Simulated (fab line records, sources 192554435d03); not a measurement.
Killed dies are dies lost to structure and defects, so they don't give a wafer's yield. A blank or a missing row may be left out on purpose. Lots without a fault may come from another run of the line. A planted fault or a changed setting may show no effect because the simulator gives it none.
Chamber matching | flow n5_finfet | N5_HKMG_FIN_STRIP_89 on rie_diel-03: 4 sister chambers
The step strips SOC in N2/H2, time 20 s. 18 wafers are shown with their chamber, then 9 later ones without.

WAFERS WITH THEIR CHAMBER
wafer  | chamber | drypump_motor_current_A (A) | throttle_valve_pct (%) | oes_product_au (a.u.)
L074.2 | 2       | 5.2                         | 18.7                   | 0.76
L074.3 | 0       | 5.0                         | 18.3                   | 0.95
L074.5 | 1       | 5.8                         | 18.7                   | 0.68
L081.1 | 0       | 5.0                         | 18.3                   | 0.90
L081.2 | 3       | 4.9                         | 19.2                   | 0.67
L081.4 | 1       | 5.8                         | 18.7                   | 0.68
L084.2 | 0       | 5.0                         | 18.3                   | 0.88
L084.4 | 0       | 5.0                         | 18.3                   | 0.88
L084.6 | 1       | 5.8                         | 18.7                   | 0.67
L085.3 | 0       | 5.0                         | 18.3                   | 0.88
L085.5 | 1       | 5.9                         | 18.7                   | 0.67
L085.6 | 0       | 5.0                         | 18.3                   | 0.87
L087.4 | 2       | 5.3                         | 18.8                   | 0.75
L087.5 | 1       | 5.8                         | 18.7                   | 0.66
L087.6 | 2       | 5.3                         | 18.8                   | 0.74
L089.1 | 0       | 5.0                         | 18.3                   | 0.87
L089.3 | 3       | 4.8                         | 18.8                   | 0.95
L089.5 | 2       | 5.2                         | 18.8                   | 0.74

SIGNATURES (means of the wafers above)
reading                 | chamber 0 | chamber 1 | chamber 2 | chamber 3 | scatter within a chamber
drypump_motor_current_A | 5.000     | 5.820     | 5.250     | 4.850     | 0.0405
throttle_valve_pct      | 18.300    | 18.700    | 18.775    | 19.000    | 0.0791
oes_product_au          | 0.8900    | 0.6720    | 0.7475    | 0.8100    | 0.0564
Rule: a wafer's distance from a chamber is the root of the sum, over the readings, of the square of ((its reading less the chamber's mean) divided by the reading's scatter). The wafer belongs to the nearest chamber; if the next one is less than 2 further off, it can't be placed. The scatter: the root of (the sum of the squares of (reading less its chamber's mean) over the shown wafers, divided by (wafers less chambers)).

WAFERS WITHOUT THEIR CHAMBER
wafer  | drypump_motor_current_A (A) | throttle_valve_pct (%) | oes_product_au (a.u.)
L090.1 | 4.9                         | 18.8                   | 0.95
L090.2 | 5.2                         | 18.8                   | 0.73
L090.4 | 5.0                         | 18.3                   | 0.86
L096.3 | 5.0                         | 18.4                   | 0.84
L096.5 | 5.8                         | 18.8                   | 0.66
L096.6 | 5.3                         | 18.8                   | 0.72
L097.1 | 4.9                         | 18.8                   | 0.88
L097.3 | 5.3                         | 18.8                   | 0.72
L097.5 | 5.0                         | 18.4                   | 0.84

WHICH CHAMBER EACH WENT THROUGH
wafer  | from the rows above | in truth
L090.1 | 3                   | 3
L090.2 | 2                   | 2
L090.4 | 0                   | 0
L096.3 | 0                   | 0
L096.5 | 1                   | 1
L096.6 | 2                   | 2
L097.1 | 3                   | 3
L097.3 | 2                   | 2
L097.5 | 0                   | 0
Placed correctly: 9 of 9. Can't be placed from these rows: 0. Placed wrongly: 0.
